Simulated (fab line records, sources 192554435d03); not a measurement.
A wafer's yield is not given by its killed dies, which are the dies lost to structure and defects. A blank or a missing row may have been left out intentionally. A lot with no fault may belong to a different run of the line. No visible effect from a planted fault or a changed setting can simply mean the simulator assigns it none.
fab line records    flow n5Finfet
[record] lots = 11  wafers = 32  lastDay = 18
route steps=1938 shown BEOL_M10@1527 BEOL_M11@1536 PASSIVATION@1936
lots with no fault: from the same line, run without faults
startH: start of the lot's first displayed wafer, in hours after the record's first day    waitH: time in hours since the lot's previous step    " the same as in the row above    L1.1+2: a single row standing in for several wafers    - either no value or no given start    * or withheld: withheld    < > ~ a bound
route shown NAME@n: names a module that has steps shown in the file, with the first one's number in the route    usual: mean/standard deviation of fault-free wafers    same: alike in all rows    chamber/n: place in a boat    sites: each site's reading    _std_site: their standard deviation    _edge_site: outer sites' mean less inner sites'    radiusMm: how far each site lies from the wafer's centre    mask NAME#n: copy n    behind: the tool/chamber that last shaped the wafer    hold: reason for holding the lot/hours on hold/outcome of the hold    device: whichever transistor did not switch (one of n, p or np)    end of line: tests of these same wafers at the route's end    a step with no rows: only its recipe    killed: the dies lost at the first sort to structure and to defects; this is not the yield of the wafer    map: shows each die of a wafer: x if killed, . if not, _ if none is there
set.NAME: the run value of the setting; set.NAME@STEP: its run value at that earlier step    model.NAME: the simulator's own value behind a step, which no gauge read
the route's steps for a sample of lots (tables are steps, rows are wafers)
services: when a tool's chamber went out of use (startH, in hours from the record's first day, below 0 if earlier), for how many hours, and the reason
[[steps]]
[step N5_BEOL_M10_SPUTTER_48]
[recipe] material = Cu  targetThkA = 120  tempC = -20  biasV = 60  powerW = 26000  chamberPressurePa = 0.13  timeS = 2
[usual] cathodeDcPowerW = 26000/5.2  chamberPressurePa = 0.13/0.00028  chuckGasFlowSccm = 1.26/0.051  chuckSensorTempC = -16.1/0.42  throttleValvePct = 29.6/0.98
lot.wafer  tool           chamber  startH  waitH  cathodeDcPowerW  chamberPressurePa  chuckGasFlowSccm  chuckSensorTempC  throttleValvePct
L464.1     pvdSputter-01  -        243.24  0.3    26006            0.13009            1.29              -16.0             27.6
L464.6     "              -        "       "      25999            0.12987            1.22              -16.1             31.1
L469.3     pvdSputter-02  -        273.56  0.2    25991            0.1298             1.24              -16.7             29.2
L469.4     "              -        "       "      25991            0.12964            1.25              -15.7             30.2
L469.5     "              -        "       "      25992            0.13035            1.26              -16.4             29.9
L470.1     pvdSputter-02  -        273.76  0.2    26000            0.13002            1.20              -15.6             30.3
L470.5     "              -        "       "      25994            0.12987            1.23              -16.7             28.9
L470.6     "              -        "       "      26002            0.13004            1.25              -16.2             29.5
L472.2     pvdSputter-01  -        287.84  1.7    26003            0.13004            1.22              -15.8             27.8
L472.3     "              -        "       "      25994            0.13017            1.29              -16.0             31.2
L472.4     "              -        "       "      25999            0.13001            1.40              -15.2             29.2
L474.1     pvdSputter-03  -        291.48  0.1    25996            0.12977            1.28              -15.9             30.8
L474.3     "              -        "       "      25997            0.13043            1.27              -16.2             28.8
L474.4     "              -        "       "      26001            0.13043            1.28              -16.2             30.3
L477.1     pvdSputter-02  -        302.81  0.2    25994            0.12955            1.23              -16.4             28.7
L477.2     "              -        "       "      26005            0.12978            1.28              -16.3             29.5
L477.5     "              -        "       "      26005            0.13015            1.28              -16.7             28.8
L473.1     pvdSputter-02  -        302.89  0.2    25998            0.13034            1.33              -16.5             29.1
L473.2     "              -        "       "      25992            0.13023            1.25              -16.3             29.4
L473.3     "              -        "       "      25995            0.12992            1.23              -16.5             28.8
L480.1     pvdSputter-01  -        341.30  0.2    25991            0.13017            1.26              -16.0             27.4
L480.3     "              -        "       "      26008            0.12999            1.19              -15.9             30.6
L480.6     "              -        "       "      25998            0.12989            1.24              -16.1             31.2
L485.1     pvdSputter-03  -        352.63  0.1    25996            0.12957            1.33              -16.0             28.7
L485.2     "              -        "       "      26002            0.13005            1.19              -15.9             30.7
L485.6     "              -        "       "      26003            0.1301             1.28              -16.3             29.8
L484.1     pvdSputter-02  -        372.03  0.3    26006            0.1304             1.24              -16.4             29.8
L484.2     "              -        "       "      26011            0.13009            1.17              -16.5             28.5
L484.5     "              -        "       "      26004            0.12989            1.27              -16.4             29.7
L486.1     pvdSputter-03  -        376.99  0.2    25996            0.13026            1.25              -16.2             30.2
L486.3     "              -        "       "      26001            0.13013            1.25              -16.2             28.9
L486.5     "              -        "       "      26013            0.12994            1.23              -16.2             28.7
[step N5_BEOL_M10_RS_MEAS_57]
[recipe] thkMeasGauge = four-point-probe  reads = Cu_of_BEOL_M10_ECD_50+Co_of_BEOL_M10_CVD_75+TaN_of_BEOL_M10_ALD_74
[usual] M10_RS = 0.152/0.0037
lot.wafer  tool          chamber  startH  waitH  M10_RS[ohm/sq]
L464.1     filmMetro-01  -        244.20  0.1    0.150
L464.6     "             -        "       "      0.150
L469.3     filmMetro-01  -        274.57  0.1    0.147
L469.4     "             -        "       "      0.145
L469.5     "             -        "       "      0.149
L470.1     filmMetro-01  -        275.83  0.1    0.150
L470.5     "             -        "       "      0.154
L470.6     "             -        "       "      0.149
L472.2     filmMetro-01  -        288.80  0.1    0.150
L472.3     "             -        "       "      0.149
L472.4     "             -        "       "      0.144
L474.1     filmMetro-01  -        292.45  0.1    0.152
L474.3     "             -        "       "      0.158
L474.4     "             -        "       "      0.149
L477.1     filmMetro-02  -        303.83  0.1    0.155
L477.2     "             -        "       "      0.153
L477.5     "             -        "       "      0.154
L473.1     filmMetro-01  -        303.87  0.1    0.152
L473.2     "             -        "       "      0.157
L473.3     "             -        "       "      0.149
L480.1     filmMetro-02  -        342.26  0.1    0.156
L480.3     "             -        "       "      0.150
L480.6     "             -        "       "      0.155
L485.1     filmMetro-01  -        353.58  0.1    0.158
L485.2     "             -        "       "      0.151
L485.6     "             -        "       "      0.145
L484.1     filmMetro-02  -        373.00  0.1    0.160
L484.2     "             -        "       "      0.148
L484.5     "             -        "       "      0.151
L486.1     filmMetro-01  -        378.03  0.1    0.154
L486.3     "             -        "       "      0.153
L486.5     "             -        "       "      0.157
[step N5_BEOL_M11_ILD_DEP_00]
[recipe] material = SiCOH_lowk  targetThkA = 3085.1  tempC = 300  precursor = DEMS/porogen  pressureTorr = 5  rfW = 500  timeS = 58
[usual] heaterPowerOuterW = 127/23  heaterPowerW = 299/36  runLengthS = 101.1/0.47  showerheadPlenumPTorr = 5.730/0.012  showerheadVppV = 1401/61  throttleValvePct = 13.3/0.84
lot.wafer  tool      chamber  startH  waitH  heaterPowerOuterW  heaterPowerW  runLengthS  showerheadPlenumPTorr  showerheadVppV  throttleValvePct
L464.1     pecvd-03  0        244.26  0.0    144                324           101.0       5.742                  1446            13.7
L464.6     "         0        "       "      150                336           101.4       5.742                  1455            13.9
L469.3     pecvd-02  0        274.64  0.0    121                267           101.6       5.717                  1433            12.9
L469.4     "         1        "       "      97                 293           100.9       5.753                  1388            12.9
L469.5     "         0        "       "      124                277           101.3       5.721                  1421            12.8
L470.1     pecvd-04  2        275.89  0.0    149                346           101.3       5.722                  1306            13.6
L470.5     "         0        "       "      127                280           100.6       5.739                  1382            13.6
L470.6     "         2        "       "      149                356           100.9       5.714                  1287            13.6
L472.2     pecvd-04  1        288.86  0.0    126                296           100.9       5.720                  1476            13.9
L472.3     "         1        "       "      130                301           100.8       5.711                  1498            14.0
L472.4     "         2        "       "      146                338           100.8       5.727                  1309            13.8
L474.1     pecvd-04  0        292.51  0.0    122                276           101.0       5.754                  1390            13.7
L474.3     "         1        "       "      94                 250           100.4       5.713                  1491            13.9
L474.4     "         0        "       "      130                279           100.6       5.759                  1407            13.3
L477.1     pecvd-04  1        303.89  0.0    93                 241           110.2       5.718                  1490            13.7
L477.2     "         2        "       "      161                354           110.2       5.717                  1316            13.8
L477.5     "         1        "       "      97                 259           100.7       5.717                  1502            13.9
L473.1     pecvd-03  1        303.93  0.0    120                254           101.5       5.732                  1357            14.7
L473.2     "         0        "       "      103                264           101.3       5.740                  1448            13.7
L473.3     "         2        "       "      150                322           100.2       5.736                  1343            12.3
L480.1     pecvd-04  0        342.32  0.0    117                266           110.0       5.737                  1396            13.7
L480.3     "         2        "       "      116                308           101.5       5.730                  1286            13.6
L480.6     "         0        "       "      125                273           100.5       5.739                  1400            13.6
L485.1     pecvd-03  0        353.64  0.0    155                338           101.0       5.744                  1470            13.7
L485.2     "         1        "       "      117                260           101.6       5.717                  1384            14.8
L485.6     "         2        "       "      131                301           100.4       5.730                  1360            12.1
L484.1     pecvd-03  0        373.07  0.0    121                302           101.3       5.733                  1460            13.6
L484.2     "         1        "       "      135                283           101.9       5.726                  1387            14.9
L484.5     "         0        "       "      129                306           101.1       5.735                  1456            13.8
L486.1     pecvd-03  1        378.10  0.0    122                269           101.5       5.736                  1371            14.6
L486.3     "         2        "       "      126                292           100.2       5.735                  1376            12.4
L486.5     "         1        "       "      128                274           102.0       5.716                  1386            15.0
[step N5_BEOL_M11_CURE_71]
[recipe] tempC = 385  timeS = 240  ambient = He/Ar  material = SiCOH_lowk
[usual] lampPowerPct = 52.32/0.052  wafer_temp_C_max = 386.6/0.61
lot.wafer  tool       chamber  startH  waitH  lampPowerPct  wafer_temp_C_max
L464.1     uvCure-03  0        244.34  0.0    52.27         386.2
L464.6     "          0        "       "      52.33         386.3
L469.3     uvCure-02  0        274.87  0.2    52.27         386.2
L469.4     "          0        "       "      52.34         386.1
L469.5     "          0        "       "      52.31         386.2
L470.1     uvCure-01  1        275.97  0.0    52.30         387.2
L470.5     "          1        "       "      52.37         387.0
L470.6     "          1        "       "      52.33         386.5
L472.2     uvCure-03  1        289.13  0.2    52.35         386.1
L472.3     "          1        "       "      52.34         385.9
L472.4     "          1        "       "      52.33         385.7
L474.1     uvCure-01  2        292.60  0.1    52.39         386.2
L474.3     "          2        "       "      52.26         386.6
L474.4     "          2        "       "      52.20         386.9
L477.1     uvCure-02  1        304.15  0.2    52.27         386.4
L477.2     "          1        "       "      52.26         386.6
L477.5     "          1        "       "      52.37         386.1
L473.1     uvCure-03  2        304.26  0.3    52.29         387.3
L473.2     "          2        "       "      52.28         387.0
L473.3     "          2        "       "      52.28         387.6
L480.1     uvCure-01  1        342.40  0.0    52.34         387.1
L480.3     "          1        "       "      52.23         387.0
L480.6     "          1        "       "      52.27         387.3
L485.1     uvCure-02  1        353.72  0.0    52.35         386.4
L485.2     "          1        "       "      52.32         386.2
L485.6     "          1        "       "      52.31         385.9
L484.1     uvCure-01  2        373.15  0.1    52.35         386.6
L484.2     "          2        "       "      52.26         387.0
L484.5     "          2        "       "      52.32         387.3
L486.1     uvCure-01  0        378.17  0.0    52.33         387.0
L486.3     "          0        "       "      52.33         386.6
L486.5     "          0        "       "      52.33         386.1
[step N5_BEOL_M11_THK_MEAS_01]
[recipe] reads = SiCOH_lowk_of_BEOL_M11_ILD_DEP_00
[usual] M11_ILD_THK = 269/4.1
lot.wafer  tool          chamber  startH  waitH  M11_ILD_THK[nm]
L464.1     filmMetro-02  -        244.86  0.4    263
L464.6     "             -        "       "      265
L469.3     filmMetro-01  -        275.23  0.3    268
L469.4     "             -        "       "      270
L469.5     "             -        "       "      272
L470.1     filmMetro-02  -        276.48  0.4    270
L470.5     "             -        "       "      270
L470.6     "             -        "       "      276
L472.2     filmMetro-02  -        289.96  0.7    267
L472.3     "             -        "       "      270
L472.4     "             -        "       "      275
L474.1     filmMetro-01  -        293.12  0.4    270
L474.3     "             -        "       "      269
L474.4     "             -        "       "      272
L477.1     filmMetro-02  -        304.66  0.4    312
L477.2     "             -        "       "      311
L477.5     "             -        "       "      273
L473.1     filmMetro-02  -        304.77  0.4    268
L473.2     "             -        "       "      269
L473.3     "             -        "       "      275
L480.1     filmMetro-01  -        342.91  0.4    308
L480.3     "             -        "       "      269
L480.6     "             -        "       "      266
L485.1     filmMetro-02  -        354.23  0.4    264
L485.2     "             -        "       "      265
L485.6     "             -        "       "      275
L484.1     filmMetro-01  -        373.66  0.4    264
L484.2     "             -        "       "      266
L484.5     "             -        "       "      269
L486.1     filmMetro-02  -        378.69  0.4    267
L486.3     "             -        "       "      269
L486.5     "             -        "       "      268
[step N5_PASSIVATION_PROBE_49]
[usual] defectLimitedYield = 91.3/1.4  killed_at_M0_to_M3 = 33/9.9  killed_at_M4_up = 15/5.6  killedAtContacts = 13/5.7  killedAtFrontEnd = 38/12  killedAtOther = 4/3.1  killedDies = 103/17  killedOnRim = 13/4  killedOpen = 66/13  killedShort = 32/7.8  sort_bin_4_leakage = 0.02/0.16  sort_bin_5_function = 5.1/0.95  sort_bin_6_memory = 3.2/0.68  sort_bin_8_speed = 0.02/0.22  sortNPass = 1077/17  sortYieldPct = 91.3/1.5
[same] grossDies = 1180  killedAtBackSide = 0
lot.wafer  tool       chamber  startH  waitH  defectLimitedYield[%]  killed_at_M0_to_M3  killed_at_M4_up  killedAtContacts  killedAtFrontEnd  killedAtOther  killedDies  killedOnRim  killedOpen  killedShort  sort_bin_4_leakage[%]  sort_bin_5_function[%]  sort_bin_6_memory[%]  sort_bin_8_speed[%]  sortNPass  sortYieldPct[%]
L464.1     prober-02  -        294.34  0.0    91.2                   56                  5                12                25                6              104         14           56          45           0                      4.1                     4.3                   0                    1076       91.2
L464.6     prober-02  -        294.59  0.3    89.9                   45                  26               11                33                4              119         17           75          43           0                      6.2                     3.2                   0                    1061       89.9
L472.2     prober-01  -        340.37  0.1    92.8                   37                  11               10                27                0              85          9            59          26           0                      4.4                     2.8                   0                    1095       92.8
L472.3     prober-01  -        340.42  0.1    90.4                   47                  16               12                32                6              113         7            61          48           0                      5.0                     3.9                   0                    1067       90.4
L472.4     prober-01  -        340.47  0.2    90.1                   46                  17               14                40                0              117         15           68          41           0                      5.8                     3.7                   0                    1063       90.1
L474.1     prober-02  -        345.94  0.0    94.2                   13                  16               4                 36                0              69          8            43          24           0                      3.6                     1.9                   0                    1111       94.2
L474.3     prober-02  -        346.04  0.1    92.5                   43                  7                9                 28                2              89          6            61          27           0                      5.0                     1.9                   0                    1091       92.5
L474.4     prober-02  -        346.09  0.2    92.8                   29                  9                7                 38                2              85          12           45          33           0                      4.1                     2.3                   0                    1095       92.8
L473.1     prober-02  -        354.93  0.0    90.3                   38                  10               16                47                4              115         17           86          29           0                      6.0                     3.6                   0                    1065       90.3
L473.2     prober-02  -        354.98  0.1    92.3                   28                  10               20                30                3              91          14           61          23           0                      4.6                     2.8                   0                    1089       92.3
L473.3     prober-02  -        355.03  0.1    91.6                   29                  10               9                 51                0              99          18           71          27           0                      5.3                     2.8                   0                    1081       91.6
L480.3     prober-01  -        389.14  0.1    90.8                   36                  10               13                29                21             109         17           60          37           0                      6.2                     2.7                   0                    1071       90.8
// killed by level:class
L464.1 BEOL_M0_SAQP:geometricParticle:short=21 MOL_CONTACT_COAG:geometricParticle:open=10 BEOL_M0_SAQP:geometricParticle:open=10 BEOL_M1:geometricParticle:open=9 BEOL_M2:geometricParticle:open=6 STI_FIN_REVEAL:geometricParticle:open=5 ILD0:geometricParticle:short=4 GATE_CUT:geometricParticle:open=3
L464.6 BEOL_M0_SAQP:geometricParticle:short=13 BEOL_M4:geometricParticle:open=13 MOL_CONTACT_COAG:geometricParticle:open=10 BEOL_M1:geometricParticle:open=9 BEOL_M0_SAQP:geometricParticle:open=8 GATE_CUT:geometricParticle:open=6 BEOL_M5:geometricParticle:open=6 GATE_CUT:geometricParticle:short=5
L472.2 MOL_CONTACT_COAG:geometricParticle:open=9 BEOL_M2:geometricParticle:open=8 BEOL_M0:geometricParticle:open=7 BEOL_M4:geometricParticle:open=7 STI_FIN_REVEAL:geometricParticle:open=6 FIN_SAQP:geometricParticle:short=5 BEOL_M0:geometricParticle:short=5 BEOL_M2:geometricParticle:short=4
L472.3 BEOL_M3:geometricParticle:open=10 FIN_SAQP:geometricParticle:short=9 MOL_CONTACT_COAG:geometricParticle:open=8 BEOL_M2:geometricParticle:open=8 BEOL_M0_SAQP:geometricParticle:short=7 BEOL_M2:geometricParticle:short=7 STI_FIN_REVEAL:geometricParticle:open=6 DUMMY_GATE:geometricParticle:open=5
L472.4 FIN_SAQP:geometricParticle:short=19 BEOL_M0_SAQP:geometricParticle:open=11 BEOL_M4:geometricParticle:open=10 BEOL_M0_SAQP:geometricParticle:short=9 FIN_SAQP:geometricParticle:open=8 MOL_CONTACT_COAG:geometricParticle:open=8 BEOL_M2:geometricParticle:open=6 BEOL_M3:geometricParticle:open=6
L474.1 STI_FIN_REVEAL:geometricParticle:open=9 FIN_SAQP:geometricParticle:short=4 MOL_CONTACT_COAG:geometricParticle:open=4 BEOL_M6:geometricParticle:open=4 STARTING-WAFER:geometricParticle:short=4 FIN_SAQP:geometricParticle:open=3 ILD0:geometricParticle:short=3 BEOL_M1:geometricParticle:short=3
L474.3 BEOL_M1:geometricParticle:open=10 STI_FIN_REVEAL:geometricParticle:open=8 BEOL_M0_SAQP:geometricParticle:open=8 MOL_CONTACT_COAG:geometricParticle:open=7 BEOL_M2:geometricParticle:open=7 FIN_SAQP:geometricParticle:open=5 BEOL_M0_SAQP:geometricParticle:short=5 BEOL_M2:geometricParticle:short=4
L474.4 BEOL_M0_SAQP:geometricParticle:short=7 MOL_CONTACT_COAG:geometricParticle:open=6 BEOL_M0_SAQP:geometricParticle:open=6 HKMG_FIN:areaEtch=6 STI_FIN_REVEAL:geometricParticle:open=5 BEOL_M2:geometricParticle:open=5 STI_FIN_REVEAL:geometricParticle:short=4 BEOL_M3:geometricParticle:open=4
L473.1 STI_FIN_REVEAL:geometricParticle:open=27 MOL_CONTACT_COAG:geometricParticle:open=14 BEOL_M0_SAQP:geometricParticle:short=14 BEOL_M0_SAQP:geometricParticle:open=13 FIN_SAQP:geometricParticle:open=5 STI_FIN_REVEAL:geometricParticle:short=5 BEOL_M1:geometricParticle:open=4 BEOL_M2:geometricParticle:open=4
L473.2 MOL_CONTACT_COAG:geometricParticle:open=15 BEOL_M2:geometricParticle:open=8 FIN_SAQP:geometricParticle:open=7 BEOL_M3:geometricParticle:open=7 STI_FIN_REVEAL:geometricParticle:open=5 MOL_CONTACT_COAG:geometricParticle:short=5 BEOL_M0_SAQP:geometricParticle:open=5 BEOL_M0_SAQP:geometricParticle:short=4
L473.3 STI_FIN_REVEAL:geometricParticle:open=19 FIN_SAQP:geometricParticle:open=8 MOL_CONTACT_COAG:geometricParticle:open=7 BEOL_M0_SAQP:geometricParticle:open=7 BEOL_M1:geometricParticle:open=6 BEOL_M2:geometricParticle:open=6 FIN_SAQP:geometricParticle:short=5 DUMMY_GATE:geometricParticle:open=5
L480.3 BEOL_M0_SAQP:geometricParticle:short=11 PASSIVATION:areaEtch=10 MOL_CONTACT_COAG:geometricParticle:open=9 BEOL_M0_SAQP:geometricParticle:open=9 STI_FIN_REVEAL:geometricParticle:open=6 BEOL_M4:geometricParticle:open=6 PASS1_CAP:geometricParticle:short=5 BEOL_M1:geometricParticle:open=4
[[services]]
tool       chamber  startH  hours  kind
uvCure-03  -        245.83  0.7    repair
uvCure-02  -        251.43  5.2    repair
pecvd-04   0        262.33  5.5    scheduledDown
uvCure-03  -        266.58  0.9    repair
pecvd-04   -        270.79  3.2    repair
pecvd-03   1        281.86  19.3   repair
pecvd-04   0        286.04  5.0    scheduledDown
uvCure-03  -        349.66  1.0    pm
uvCure-03  -        362.26  24.9   pm
pecvd-04   -        368.61  28.1   pm
[[key]]
[firstSign] step = N5_BEOL_M11_ILD_DEP_00  reading = runLengthS  direction = up  sigmas = 19  usual = *  struck = *
[effect] step = N5_BEOL_M11_THK_MEAS_01  reading = M11_ILD_THK  direction = up  sigmas = 10  usual = 269  struck = 311
metAt N5_BEOL_M11_ILD_DEP_00
struckLots L477,L480
struckWafers L477.1,L477.2,L480.1
[baselineLoss] step = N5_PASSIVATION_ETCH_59  wafers = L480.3
notActingAt N5_BEOL_M10_SPUTTER_48,N5_BEOL_M10_RS_MEAS_57,N5_BEOL_M11_CURE_71
onsetBetween 292.51 303.89
[fault] kind = processParameterDrift  tool = pecvd-04  chamber = -  onsetH = 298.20  steps = N5_BEOL_M11_ILD_DEP_00  channel = timeS  offset = *  shape = step  endH = 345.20  scope = struckWafersOnly  actsIn = *  stated = *
// baselineLoss: these wafers lose ten dies or more at that step, a loss of the line's own and not of a fault; the sort's usual values leave them out
